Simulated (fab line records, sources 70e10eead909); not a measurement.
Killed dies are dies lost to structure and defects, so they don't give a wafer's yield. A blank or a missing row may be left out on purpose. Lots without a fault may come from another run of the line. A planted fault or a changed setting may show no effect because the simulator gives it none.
fab line records | flow nand_harc | part 1 of 2: steps 1 to 3 of 6
record lots=24 wafers=72 last_day=34
route steps=1302 shown A_STAIRCASE@785 A_SGD_CUT@890
lots that met no fault: from a run of the same line without faults
start_h: hours from the record's first day to the start of the lot's first wafer shown | wait_h: hours since the lot's step before | " the same as in the row above | L1.1+2: a row that stands for several wafers | - no value, or no start given | * or withheld: withheld | < > ~ a bound
route shown NAME@n: a module of which the file shows steps, and the number in the route of the first | usual: mean/standard deviation of fault-free wafers | same: alike in all rows | chamber/n: place in a boat | sites: the reading at each site | _std_site: their standard deviation | _edge_site: outer sites' mean less inner sites' | radius_mm: how far each site lies from the wafer's centre | mask NAME#n: copy n | behind: the tool/chamber that last shaped the wafer | hold: why the lot was held/for how many hours/how that ended | device: the transistor (n, p or np) that didn't switch | end of line: the same wafers' tests at the end of the route | a step without rows: its recipe alone | killed: dies lost to structure and defects at the first sort, not the wafer's yield | map: a wafer's dies, x killed, . not, _ none there
set.NAME: the setting as run; set.NAME@STEP: as run at that earlier step | model.NAME: the simulator's own value behind a step, which no gauge read
steps of the route over a sample of lots; a table a step, a row a wafer
services: from which hour (start_h, from the record's first day; less than 0 if before it) a tool's chamber was out of use, for how many hours, and why
## steps
# step NHARC_A_STAIRCASE_ETCH_271
# recipe cf4_flow_sccm=100 chf3_flow_sccm=30 ar_flow_sccm=0 rf_w=500 bias_w=200 chemistry=CF4/CHF3
# usual drypump_motor_current_A=5.8/0.34 oes_product_au=0.953/0.025 rf_vpp_V=371.3/2.5 showerhead_plenum_p_Torr=1.59/0.071 throttle_valve_pct=16.802/0.0084
# columns lot.wafer tool chamber start_h wait_h drypump_motor_current_A oes_product_au rf_hours_counter_h rf_vpp_V showerhead_plenum_p_Torr throttle_valve_pct
L075.2 rie_diel-05 2 376.19 0.1 6.1 0.979 45 367.2 1.49 16.799
L075.1 " 1 " " 6.1 0.982 47 373.0 1.67 16.797
L075.5 " 1 " " 6.1 0.987 - 373.7 1.67 16.800
L074.1 rie_diel-11 2 377.73 0.1 6.2 0.944 32 373.7 1.68 16.808
L074.3 " 1 " " 5.4 0.976 31 375.4 1.69 16.797
L074.6 " 3 " " 6.0 0.973 - 370.6 1.57 16.792
L076.3 rie_diel-10 0 384.83 0.1 5.6 0.975 38 369.3 1.57 16.798
L076.1 " 1 " " 5.2 0.960 41 371.3 1.60 16.811
L076.5 " 2 " " 5.7 0.973 - 370.0 1.56 16.796
L077.3 rie_diel-10 0 404.99 0.1 5.6 0.960 45 369.1 1.56 16.797
L077.2 " 1 " " 5.2 0.950 49 371.1 1.60 16.794
L077.5 " 0 " " 5.7 0.960 - 370.3 1.56 16.806
L078.2 rie_diel-10 1 410.13 0.1 5.2 0.967 51 372.5 1.60 16.804
L078.3 " 2 " " 5.7 0.965 49 369.4 1.56 16.774
L078.5 " 0 " " 5.7 0.949 - 370.5 1.56 16.801
L079.3 rie_diel-11 3 422.98 0.1 6.0 0.971 53 370.4 1.57 16.804
L079.6 " 1 " " 5.4 0.941 - 375.2 1.69 16.799
L079.5 " 2 " " 6.1 0.933 - 374.5 1.67 16.796
L080.1 rie_diel-10 2 435.32 0.1 5.7 0.951 1 368.8 1.55 16.817
L080.4 " 0 " " 5.7 0.954 - 368.9 1.56 16.794
L080.6 " 2 " " 5.7 0.949 - 371.0 1.55 16.797
L081.2 rie_diel-10 0 438.55 0.1 5.6 0.954 3 371.0 1.56 16.804
L081.1 " 2 " " 5.7 0.946 3 370.7 1.55 16.805
L081.5 " 2 " " 5.7 0.950 - 369.6 1.55 16.793
L082.2 rie_diel-11 2 451.96 0.1 6.1 0.960 1 374.2 1.67 16.806
L082.3 " 0 " " 5.6 0.952 2 371.3 1.64 16.789
L082.5 " 3 " " 6.0 0.989 - 369.2 1.57 16.801
L083.1 rie_diel-11 1 470.54 0.1 5.4 0.899 8 374.0 1.68 16.808
L083.4 " 2 " " 6.2 0.893 8 374.9 1.67 16.797
L083.2 " 3 " " 6.0 0.934 6 371.2 1.57 16.800
L084.2 rie_diel-05 2 475.74 0.1 6.1 0.992 21 366.7 1.48 16.804
L084.5 " 0 " " 6.6 0.982 - 367.4 1.52 16.800
L084.6 " 1 " " 6.1 0.976 - 374.4 1.67 16.814
L086.3 rie_diel-10 3 489.30 0.1 5.9 0.918 25 374.8 1.69 16.808
L086.5 " 0 " " 5.7 0.918 - 368.9 1.56 16.801
L086.6 " 1 " " 5.2 0.915 - 370.6 1.60 16.791
L085.4 rie_diel-11 3 490.82 0.1 6.0 0.942 12 369.9 1.57 16.812
L085.3 " 2 " " 6.2 0.903 12 375.6 1.67 16.799
L085.5 " 3 " " 6.0 0.945 - 369.3 1.57 16.802
L090.3 rie_diel-05 1 524.83 0.1 6.1 0.945 33 373.1 1.66 16.805
L090.6 " 2 " " 6.1 0.954 - 367.2 1.48 16.808
L090.5 " 3 " " 5.9 0.976 - 367.6 1.47 16.798
L087.3 rie_diel-05 1 527.63 0.1 6.1 0.979 34 373.4 1.66 16.810
L087.1 " 0 " " 6.6 1.000 35 367.4 1.51 16.799
L087.6 " 2 " " 6.1 0.976 - 366.8 1.48 16.799
L088.4 rie_diel-11 2 528.94 0.1 6.1 0.941 28 374.2 1.67 16.812
L088.6 " 3 " " 6.0 0.979 - 370.5 1.56 16.785
L088.5 " 0 " " 5.6 0.930 - 373.1 1.63 16.809
L089.2 rie_diel-11 3 529.47 0.1 6.1 0.978 27 370.6 1.56 16.799
L089.4 " 1 " " 5.4 0.937 29 374.1 1.68 16.799
L089.5 " 2 " " 6.1 0.931 - 374.4 1.67 16.820
L092.1 rie_diel-10 2 540.47 0.1 5.7 0.963 44 368.7 1.54 16.809
L092.4 " 3 " " 5.9 0.975 45 374.5 1.69 16.801
L092.3 " 0 " " 5.6 0.959 39 370.2 1.55 16.813
L091.2 rie_diel-11 2 544.05 0.1 6.1 0.920 33 373.3 1.66 16.795
L091.1 " 3 " " 6.1 0.957 33 371.2 1.56 16.786
L091.5 " 2 " " 6.2 0.909 - 372.1 1.66 16.800
L093.2 rie_diel-10 3 570.42 0.1 5.9 0.989 54 375.0 1.69 16.807
L093.1 " 0 " " 5.7 0.964 46 369.5 1.55 16.799
L093.6 " 2 " " 5.7 0.981 - 370.2 1.54 16.801
L094.3 rie_diel-05 0 570.56 0.1 6.6 0.954 46 369.9 1.51 16.800
L094.4 " 1 " " 6.1 0.921 45 373.5 1.66 16.817
L094.2 " 2 " " 6.1 0.942 49 366.8 1.47 16.813
L095.1 rie_diel-10 3 591.04 0.1 5.9 0.986 63 373.3 1.68 16.796
L095.2 " 1 " " 5.1 0.957 43 370.6 1.59 16.821
L095.5 " 3 " " 5.9 0.990 - 374.0 1.68 16.804
L096.4 rie_diel-11 0 591.14 0.1 5.6 0.927 47 372.7 1.63 16.800
L096.1 " 1 " " 5.5 0.914 47 373.2 1.67 16.800
L096.6 " 3 " " 6.0 0.945 - 371.2 1.56 16.804
L097.3 rie_diel-11 3 608.33 0.1 6.1 0.987 59 369.9 1.55 16.815
L097.1 " 2 " " 6.1 0.936 59 373.1 1.66 16.816
L097.5 " 3 " " 6.0 0.977 - 369.8 1.55 16.800
# step NHARC_A_STAIRCASE_STRIP_295
# recipe o2_flow_sccm=500 ar_flow_sccm=0 bias_w=0 chemistry=O2
# usual drypump_motor_current_A=5.9/0.35 o2_flow_sccm=500.2/1.3 oes_product_au=1.001/0.018 rf_vpp_V=57.9/0.92 showerhead_plenum_p_Torr=3.57/0.18 throttle_valve_pct=17.034/0.0086
# columns lot.wafer tool chamber start_h wait_h drypump_motor_current_A o2_flow_sccm oes_product_au rf_hours_counter_h rf_vpp_V showerhead_plenum_p_Torr throttle_valve_pct
L075.1 rie_diel-10 0 - - 5.7 501.2 1.000 39 57.8 3.51 17.019
L075.2 " 2 " " 5.7 498.1 1.015 42 58.1 3.49 17.034
L075.5 " 0 " " 5.7 498.9 0.999 - 57.5 3.51 17.034
L074.1 rie_diel-10 2 - - 5.7 499.5 1.013 43 58.3 3.49 17.031
L074.3 " 1 " " 5.2 503.7 0.989 45 59.1 3.59 17.030
L074.6 " 2 " " 5.7 502.1 1.033 - 58.2 3.49 17.039
L076.1 rie_diel-11 1 - - 5.5 499.8 1.002 38 58.2 3.79 17.027
L076.3 " 0 " " 5.6 499.6 0.990 45 57.8 3.68 17.034
L076.5 " 2 " " 6.1 497.9 0.974 - 57.4 3.76 17.034
L077.2 rie_diel-11 1 - - 5.4 503.0 1.007 48 59.1 3.78 17.030
L077.3 " 0 " " 5.7 500.0 1.005 53 57.6 3.68 17.037
L077.5 " 1 " " 5.4 500.8 1.015 - 59.9 3.78 17.035
L078.3 rie_diel-10 1 - - 5.2 501.7 0.995 55 57.3 3.58 17.038
L078.2 " 2 " " 5.7 503.2 1.021 54 57.6 3.49 17.029
L078.5 " 1 " " 5.2 501.0 0.994 - 56.6 3.58 17.028
L079.3 rie_diel-11 0 - - 5.6 502.7 1.003 60 59.8 3.67 17.044
L079.6 " 0 " " 5.6 503.0 1.006 - 60.1 3.67 17.014
L079.5 " 1 " " 5.5 501.7 1.001 - 58.4 3.78 17.039
L080.1 rie_diel-11 3 - - 6.0 500.7 1.009 1 57.8 3.52 17.035
L080.4 " 0 " " 5.6 500.5 0.991 1 58.2 3.67 17.030
L080.6 " 3 " " 6.1 500.0 1.010 - 57.4 3.52 17.047
L081.2 rie_diel-11 0 - - 5.6 499.6 0.981 3 59.9 3.67 17.032
L081.1 " 1 " " 5.4 499.7 0.968 4 58.2 3.77 17.037
L081.5 " 3 " " 6.1 500.7 1.011 - 57.8 3.52 17.026
L082.2 rie_diel-05 0 - - 6.6 500.1 1.017 14 57.8 3.40 17.029
L082.3 " 1 " " 6.1 499.8 0.989 17 59.2 3.73 17.026
L082.5 " 2 " " 6.2 501.3 1.016 - 56.3 3.32 17.029
L083.1 rie_diel-11 3 - - 6.1 500.9 1.019 9 57.9 3.51 17.027
L083.4 " 0 " " 5.6 501.4 0.979 9 58.9 3.67 17.030
L083.2 " 1 " " 5.5 499.9 0.967 10 58.2 3.77 17.033
L084.2 rie_diel-05 2 - - 6.2 501.5 1.019 25 56.5 3.32 17.018
L084.5 " 2 " " 6.2 500.2 1.018 - 57.1 3.32 17.021
L084.6 " 3 " " 5.9 498.2 1.037 - 56.8 3.30 17.043
L086.3 rie_diel-05 1 - - 6.1 498.9 1.002 25 57.9 3.73 17.032
L086.5 " 0 " " 6.6 499.9 1.034 - 57.9 3.40 17.051
L086.6 " 1 " " 6.1 500.6 1.009 - 59.9 3.73 17.027
L085.4 rie_diel-11 0 - - 5.7 500.8 0.989 13 56.7 3.66 17.042
L085.3 " 2 " " 6.1 499.2 0.987 15 57.1 3.74 17.041
L085.5 " 3 " " 6.0 498.9 1.027 - 56.8 3.51 17.025
L090.3 rie_diel-10 0 - - 5.7 498.7 0.994 37 57.5 3.48 17.039
L090.5 " 3 " " 5.9 501.1 1.004 - 58.7 3.78 17.037
L090.6 " 0 " " 5.7 500.3 1.000 - 58.6 3.48 17.034
L087.3 rie_diel-11 3 - - 6.1 502.9 1.024 31 57.7 3.50 17.036
L087.1 " 0 " " 5.7 500.9 0.970 30 56.8 3.65 17.040
L087.6 " 1 " " 5.5 501.2 0.986 - 57.3 3.76 17.038
L088.4 rie_diel-10 3 - - 5.9 499.9 0.993 45 59.3 3.78 17.029
L088.5 " 1 " " 5.2 500.8 1.000 - 58.1 3.57 17.034
L088.6 " 2 " " 5.7 498.8 0.995 - 56.4 3.46 17.019
L089.4 rie_diel-11 3 - - 6.1 500.7 1.015 32 57.7 3.50 17.024
L089.2 " 1 " " 5.5 500.3 0.971 33 56.2 3.76 17.039
L089.5 " 2 " " 6.2 500.8 0.977 - 57.7 3.73 17.045
L092.1 rie_diel-11 1 - - 5.5 500.7 0.985 36 59.1 3.76 17.030
L092.3 " 3 " " 6.1 500.6 1.014 35 57.7 3.50 17.051
L092.4 " 0 " " 5.6 499.5 0.985 34 56.7 3.65 17.054
L091.1 rie_diel-05 1 - - 6.1 499.8 0.990 41 57.1 3.72 17.038
L091.2 " 2 " " 6.2 500.1 1.005 46 56.9 3.31 17.047
L091.5 " 1 " " 6.1 500.4 0.991 - 58.0 3.72 17.022
L093.2 rie_diel-05 2 - - 6.2 499.7 1.020 51 57.5 3.31 17.043
L093.1 " 1 " " 6.1 499.9 0.991 48 58.5 3.72 17.047
L093.6 " 2 " " 6.2 500.5 1.012 - 56.8 3.31 17.025
L094.3 rie_diel-11 2 - - 6.2 498.7 0.984 40 58.5 3.73 17.042
L094.2 " 0 " " 5.7 500.3 0.996 40 58.9 3.65 17.024
L094.4 " 1 " " 5.5 500.5 0.977 42 58.0 3.75 17.050
L095.2 rie_diel-05 0 - - 6.7 501.6 0.997 2 57.1 3.38 17.041
L095.1 " 1 " " 6.1 500.1 0.995 2 58.1 3.71 17.016
L095.5 " 2 " " 6.1 500.7 0.997 - 57.5 3.30 17.030
L096.4 rie_diel-05 0 - - 6.6 500.4 1.013 5 56.9 3.38 17.044
L096.1 " 1 " " 6.1 499.2 0.986 5 58.9 3.71 17.043
L096.6 " 0 " " 6.6 498.5 1.006 - 57.4 3.38 17.020
L097.3 rie_diel-05 3 - - 5.9 495.9 0.997 8 58.5 3.80 17.052
L097.1 " 2 " " 6.2 499.2 1.000 9 57.8 3.30 17.039
L097.5 " 3 " " 5.9 498.5 0.999 - 58.8 3.80 17.041
# step NHARC_A_STAIRCASE_STRIP_476
# recipe time_s=20 o2_flow_sccm=500 ar_flow_sccm=0 bias_w=0 chemistry=O2
# usual drypump_motor_current_A=5.9/0.37 o2_flow_sccm=500.1/1.6 oes_product_au=0.997/0.017 rf_vpp_V=57.9/0.83 showerhead_plenum_p_Torr=3.59/0.15 throttle_valve_pct=17.037/0.0099
# columns lot.wafer tool chamber start_h wait_h drypump_motor_current_A o2_flow_sccm oes_product_au rf_hours_counter_h rf_vpp_V showerhead_plenum_p_Torr throttle_valve_pct
L075.1 rie_diel-11 2 401.95 0.1 6.2 497.5 0.978 39 58.7 3.76 17.040
L075.2 " 3 " " 6.1 500.5 1.021 46 58.8 3.52 17.041
L075.5 " 2 " " 6.1 497.4 0.972 - 58.6 3.76 17.026
L074.1 rie_diel-05 0 402.94 0.1 6.6 503.7 1.011 59 57.3 3.41 17.037
L074.3 " 2 " " 6.1 498.8 1.013 54 57.1 3.33 17.063
L074.6 " 0 " " 6.6 500.5 0.992 - 57.5 3.41 17.027
L076.1 rie_diel-11 3 407.88 0.1 6.1 500.8 1.008 48 57.5 3.52 17.031
L076.3 " 2 " " 6.1 500.3 0.979 43 56.7 3.75 17.032
L076.5 " 0 " " 5.6 498.6 0.980 - 57.6 3.68 17.036
L077.2 rie_diel-05 1 422.32 0.3 6.1 498.9 1.003 2 58.1 3.74 17.037
L077.3 " 0 " " 6.6 499.7 1.027 2 56.4 3.41 17.047
L077.5 " 0 " " 6.6 498.4 1.026 - 57.2 3.41 17.030
L078.2 rie_diel-05 0 426.17 0.1 6.6 500.1 1.028 3 55.3 3.41 17.030
L078.3 " 1 " " 6.1 510.1 1.005 3 58.7 3.74 17.050
L078.5 " 1 " " 6.1 503.2 1.002 - 57.8 3.74 17.052
L079.3 rie_diel-11 3 441.68 0.1 6.1 499.9 1.008 0 58.1 3.52 17.034
L079.5 " 1 " " 5.5 501.1 0.975 - 57.6 3.78 17.051
L079.6 " 2 " " 6.2 498.3 0.973 - 58.4 3.75 17.037
L080.4 rie_diel-05 2 454.52 0.1 6.1 499.1 1.012 16 57.9 3.32 17.032
L080.1 " 3 " " 5.9 498.3 1.027 6 57.4 3.31 17.027
L080.6 " 0 " " 6.7 501.7 1.018 - 57.0 3.40 17.044
L081.2 rie_diel-11 0 462.44 0.2 5.6 499.4 0.977 5 59.5 3.67 17.042
L081.1 " 2 " " 6.1 499.3 0.979 7 58.3 3.74 17.031
L081.5 " 0 " " 5.7 498.9 0.981 - 58.1 3.67 17.049
L082.2 rie_diel-05 1 467.66 0.1 6.1 498.6 1.002 19 58.1 3.73 17.041
L082.3 " 2 " " 6.1 499.2 1.010 20 56.9 3.32 17.046
L082.5 " 3 " " 5.9 500.0 1.017 - 57.9 3.30 17.021
L083.2 rie_diel-11 1 486.53 0.1 5.5 502.5 0.961 12 58.5 3.77 17.030
L083.4 " 2 " " 6.2 499.3 0.969 12 59.6 3.74 17.029
L083.1 " 3 " " 6.1 500.6 1.026 11 58.5 3.51 17.031
L084.2 rie_diel-11 3 492.85 0.1 6.0 498.8 1.024 13 57.5 3.51 17.035
L084.5 " 2 " " 6.1 497.1 0.982 - 58.5 3.74 17.039
L084.6 " 3 " " 6.0 498.6 1.030 - 57.5 3.51 17.032
L085.3 rie_diel-11 1 507.99 0.1 5.5 498.0 0.970 17 58.4 3.77 17.040
L085.4 " 3 " " 6.0 500.9 1.013 18 57.6 3.51 17.029
L085.5 " 1 " " 5.4 498.2 0.979 - 58.8 3.77 17.037
L086.3 rie_diel-10 2 508.60 0.1 5.7 500.4 1.002 32 58.3 3.47 17.029
L086.6 " 1 " " 5.2 500.4 0.989 - 58.7 3.57 17.025
L086.5 " 2 " " 5.7 500.3 0.997 - 56.0 3.47 17.034
L090.3 rie_diel-11 0 541.73 0.3 5.6 500.5 0.975 31 58.1 3.65 17.033
L090.6 " 2 " " 6.1 500.3 0.968 - 58.2 3.73 17.036
L090.5 " 3 " " 6.1 500.1 1.027 - 57.0 3.50 17.024
L087.3 rie_diel-10 3 544.89 0.1 5.9 497.5 1.006 47 58.1 3.78 17.031
L087.1 " 2 " " 5.7 499.6 1.010 46 57.7 3.46 17.033
L087.6 " 3 " " 5.9 499.5 1.003 - 58.5 3.78 17.038
L088.4 rie_diel-11 1 549.82 0.2 5.5 500.5 0.973 36 58.4 3.76 17.056
L088.5 " 1 " " 5.5 499.2 0.988 - 58.8 3.76 17.028
L088.6 " 2 " " 6.1 501.9 0.987 - 58.6 3.73 17.036
L089.4 rie_diel-11 1 550.78 0.1 5.5 498.2 0.975 36 58.6 3.76 17.047
L089.2 " 3 " " 6.0 498.9 1.025 35 58.3 3.50 17.035
L089.5 " 0 " " 5.6 501.4 0.990 - 58.6 3.65 17.043
L092.3 rie_diel-10 1 557.35 0.1 5.2 498.1 0.995 33 58.7 3.56 17.040
L092.1 " 2 " " 5.7 500.7 1.001 52 57.1 3.46 17.014
L092.4 " 3 " " 5.9 499.7 0.999 52 57.8 3.78 17.034
L091.1 rie_diel-10 1 560.58 0.1 5.2 500.8 0.991 33 58.1 3.56 17.022
L091.2 " 3 " " 5.9 499.0 1.001 53 57.8 3.78 17.035
L091.5 " 0 " " 5.7 502.9 0.988 - 58.5 3.48 17.035
L093.1 rie_diel-11 1 585.89 0.1 5.5 499.6 0.984 44 57.3 3.75 17.041
L093.2 " 0 " " 5.6 498.0 0.994 43 56.9 3.65 17.038
L093.6 " 2 " " 6.1 500.7 0.984 - 57.4 3.72 17.043
L094.3 rie_diel-10 0 586.58 0.1 5.7 501.7 0.974 52 58.7 3.47 17.025
L094.2 " 1 " " 5.2 501.0 0.983 40 58.8 3.56 17.032
L094.4 " 2 " " 5.7 502.7 0.981 59 58.0 3.46 17.026
L095.1 rie_diel-10 1 610.94 0.1 5.2 499.0 0.994 1 56.6 3.56 17.031
L095.2 " 3 " " 5.9 499.7 1.014 1 58.6 3.77 17.048
L095.5 " 1 " " 5.2 499.6 0.983 - 58.0 3.56 17.023
L096.4 rie_diel-10 0 616.15 0.1 5.7 497.9 1.000 3 56.4 3.47 17.026
L096.1 " 2 " " 5.7 500.6 0.993 2 57.3 3.45 17.047
L096.6 " 0 " " 5.6 497.9 1.009 - 56.8 3.47 17.025
L097.1 rie_diel-05 3 633.39 0.1 6.0 502.3 1.013 12 58.3 3.80 17.039
L097.3 " 1 " " 6.1 500.5 0.987 11 57.2 3.71 17.042
L097.5 " 2 " " 6.1 498.5 0.998 - 56.7 3.30 17.052
